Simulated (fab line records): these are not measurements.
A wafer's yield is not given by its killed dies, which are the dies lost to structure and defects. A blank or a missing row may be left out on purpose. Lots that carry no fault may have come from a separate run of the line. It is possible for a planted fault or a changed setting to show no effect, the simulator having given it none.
Which tool was responsible? / flow nand harc / Sampling: 11 lots, 33 wafers, 6 of 1302 route steps

## WHAT THE GAUGES READ, wafer by wafer
NHARC_END_SORT_01.
lot=L290; measured=day 32 00:00; on=prober-01; killed at array=112 105 114
lot=L292; measured=day 31 07:07; on=prober-02; killed at array=146 151 134
lot=L293; measured=day 31 13:25; on=prober-01; killed at array=143 123 129

## WHICH TOOL RAN EACH LOT (tool, then ch and the chambers of the sampled wafers, then the start)
lot=L278; NHARC_A_STAIRCASE_CVD_552=lpcvd-01 ch 0, day 18 02:20; NHARC_A_STAIRCASE_CMP_450=cmp-03 ch 0,2,3, day 19 13:56; NHARC_A_STAIRCASE_ETCHBACK_157=rie diel-04 ch 2,3, day 19 14:52; NHARC_A_SGD_CUT_DESCUM_14=rie diel-02 ch 0,2,3, day 19 16:47; NHARC_A_SGD_CUT_CMP_21=cmp-04 ch 1,2, day 19 21:49
lot=L279; NHARC_A_STAIRCASE_CVD_552=lpcvd-01 ch 0, day 18 13:23; NHARC_A_STAIRCASE_CMP_450=cmp-01 ch 2,3, day 20 00:17; NHARC_A_STAIRCASE_ETCHBACK_157=rie diel-04 ch 2,3, day 20 01:20; NHARC_A_SGD_CUT_DESCUM_14=rie diel-01 ch 0,1,2, day 20 03:35; NHARC_A_SGD_CUT_CMP_21=cmp-04 ch 1,2, day 20 11:44
lot=L280; NHARC_A_STAIRCASE_CVD_552=lpcvd-01 ch 0, day 19 01:31; NHARC_A_STAIRCASE_CMP_450=cmp-03 ch 1,3, day 20 16:07; NHARC_A_STAIRCASE_ETCHBACK_157=rie diel-12 ch 0,1, day 20 16:59; NHARC_A_SGD_CUT_DESCUM_14=rie diel-02 ch 0,3, day 20 18:51; NHARC_A_SGD_CUT_CMP_21=cmp-02 ch 0,2,3, day 21 02:56
lot=L282; NHARC_A_STAIRCASE_CVD_552=lpcvd-02 ch 1, day 20 05:02; NHARC_A_STAIRCASE_CMP_450=cmp-01 ch 1,2,3, day 21 17:34; NHARC_A_STAIRCASE_ETCHBACK_157=rie diel-12 ch 0,1,2, day 21 18:28; NHARC_A_SGD_CUT_DESCUM_14=rie diel-05 ch 0,1,3, day 21 20:16; NHARC_A_SGD_CUT_CMP_21=cmp-02 ch 0,1,2, day 22 03:25
lot=L283; NHARC_A_STAIRCASE_CVD_552=lpcvd-01 ch 0, day 20 13:05; NHARC_A_STAIRCASE_CMP_450=cmp-01 ch 1,2,3, day 22 04:17; NHARC_A_STAIRCASE_ETCHBACK_157=rie diel-11 ch 0,1, day 22 05:09; NHARC_A_SGD_CUT_DESCUM_14=rie diel-02 ch 0,1,2, day 22 07:02; NHARC_A_SGD_CUT_CMP_21=cmp-04 ch 1,3, day 22 12:47
lot=L290; NHARC_A_STAIRCASE_CVD_552=lpcvd-02 ch 1, day 24 03:41; NHARC_A_STAIRCASE_CMP_450=cmp-01 ch 0,2,3, day 25 16:54; NHARC_A_STAIRCASE_ETCHBACK_157=rie diel-11 ch 0,1,3, day 25 17:47; NHARC_A_SGD_CUT_DESCUM_14=rie diel-02 ch 0,1,3, day 25 21:55; NHARC_A_SGD_CUT_CMP_21=cmp-02 ch 0,2,3, day 26 01:37
lot=L292; NHARC_A_STAIRCASE_CVD_552=lpcvd-02 ch 1, day 24 08:34; NHARC_A_STAIRCASE_CMP_450=cmp-03 ch 0,1,2, day 25 16:47; NHARC_A_STAIRCASE_ETCHBACK_157=rie diel-04 ch 0,1,2, day 25 17:43; NHARC_A_SGD_CUT_DESCUM_14=rie diel-01 ch 0,3, day 25 21:35; NHARC_A_SGD_CUT_CMP_21=cmp-04 ch 1,2, day 26 01:37
lot=L293; NHARC_A_STAIRCASE_CVD_552=lpcvd-02 ch 0, day 24 17:28; NHARC_A_STAIRCASE_CMP_450=cmp-01 ch 0,3, day 26 05:50; NHARC_A_STAIRCASE_ETCHBACK_157=rie diel-04 ch 0,1,2, day 26 06:46; NHARC_A_SGD_CUT_DESCUM_14=rie diel-02 ch 0,2, day 26 11:35; NHARC_A_SGD_CUT_CMP_21=cmp-02 ch 1,2, day 26 14:42
lot=L294; NHARC_A_STAIRCASE_CVD_552=lpcvd-01 ch 1, day 25 07:13; NHARC_A_STAIRCASE_CMP_450=cmp-01 ch 1,2, day 26 22:17; NHARC_A_STAIRCASE_ETCHBACK_157=rie diel-04 ch 1,3, day 26 23:17; NHARC_A_SGD_CUT_DESCUM_14=rie diel-02 ch 0,1,3, day 27 01:12; NHARC_A_SGD_CUT_CMP_21=cmp-02 ch 1,2,3, day 27 09:01
lot=L299; NHARC_A_STAIRCASE_CVD_552=lpcvd-01 ch 0, day 26 22:50; NHARC_A_STAIRCASE_CMP_450=cmp-02 ch 0,2,3, day 28 09:33; NHARC_A_STAIRCASE_ETCHBACK_157=rie diel-04 ch 0,3, day 28 10:28; NHARC_A_SGD_CUT_DESCUM_14=rie diel-01 ch 0,1,3, day 28 12:19; NHARC_A_SGD_CUT_CMP_21=cmp-02 ch 0,3, day 28 18:06
lot=L298; NHARC_A_STAIRCASE_CVD_552=lpcvd-01 ch 0, day 28 09:22; NHARC_A_STAIRCASE_CMP_450=cmp-03 ch 1,3, day 29 19:42; NHARC_A_STAIRCASE_ETCHBACK_157=rie diel-11 ch 1,2,3, day 29 20:38; NHARC_A_SGD_CUT_DESCUM_14=rie diel-02 ch 0,1,3, day 29 22:29; NHARC_A_SGD_CUT_CMP_21=cmp-03 ch 0,2,3, day 30 04:26
- NHARC_A_STAIRCASE_CVD_552: deposits SiNx, target thk 40 nm.
- NHARC_A_STAIRCASE_CMP_450: polishes SiO2, target thk 200 nm.
- NHARC_A_STAIRCASE_ETCHBACK_157: etches the open film in CH3F/O2, target depth 90 nm, time 167.14 s.
- NHARC_A_SGD_CUT_DESCUM_14: chemistry O2, time 3 s.
- NHARC_A_SGD_CUT_CMP_21: polishes, target thk 148.19 nm.

## THE ANSWER, worked out from the rows above alone
Rule: the lots themselves supply what counts as usual. Put in order of their means at a reading, lots are off if they are a third of the lots or fewer, leave a main group of 4 or more, and stand apart from it by a gap of 3 or more times the standard deviation of the main group's means; of several such gaps the widest counts. A main group whose means are all the same, to the digits that the tables above print for the reading, isn't used. Also off: a lot with no number at a reading for which 4 or more lots have one. Any other lot the step has rows for is counted as sound.
No lot is off at any reading shown: from this, nothing can be told.

## WHAT THE SIMULATOR PUT IN
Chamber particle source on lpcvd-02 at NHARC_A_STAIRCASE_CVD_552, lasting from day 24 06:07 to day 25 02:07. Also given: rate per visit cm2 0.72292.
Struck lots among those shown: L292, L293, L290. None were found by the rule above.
